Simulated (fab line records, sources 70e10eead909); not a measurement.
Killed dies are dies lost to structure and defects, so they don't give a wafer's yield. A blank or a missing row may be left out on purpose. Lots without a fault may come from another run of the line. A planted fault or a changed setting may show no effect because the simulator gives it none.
Chamber matching | flow nand_harc | NHARC_A_CONTACT_ETCH_106 on rie_diel-02: 4 sister chambers
The step etches the open film in CF4/O2, target depth 90 nm, overetch 9 nm, time 49.5 s. 4 wafers are shown with their chamber, then 8 later ones without.

WAFERS WITH THEIR CHAMBER
wafer  | chamber | drypump_motor_current_A (A)
L087.4 | 2       | 5.0
L089.3 | 3       | 5.2
L089.6 | 1       | 6.2
L091.1 | 0       | 5.2

WAFERS WITHOUT THEIR CHAMBER
wafer  | drypump_motor_current_A (A)
L091.2 | 5.2
L091.3 | 5.0
L096.2 | 5.2
L096.4 | 6.2
L096.5 | 4.9
L095.1 | 6.2
L095.3 | 4.9
L095.6 | 6.2

WHICH CHAMBER EACH WENT THROUGH
wafer  | from the rows above     | in truth
L091.2 | can't be placed: 0 or 3 | 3
L091.3 | 2                       | 2
L096.2 | can't be placed: 0 or 3 | 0
L096.4 | 1                       | 1
L096.5 | 2                       | 2
L095.1 | 1                       | 1
L095.3 | 2                       | 2
L095.6 | 1                       | 1
Placed correctly: 6 of 8. Can't be placed from these rows: 2 (the true chamber is among the candidates in 2). Placed wrongly: 0.
How it was worked out, from the rows above alone: a wafer's distance from a chamber is the root of the sum, over the readings, of the square of ((its reading less the chamber's mean) divided by the reading's scatter). The wafer belongs to the nearest chamber; if the next one is less than 2 further off, it can't be placed. A chamber's mean is the mean of its shown wafers. The scatter: with one shown wafer a chamber, the root of the mean of the squares of how far each hidden wafer lies from its nearest shown one.
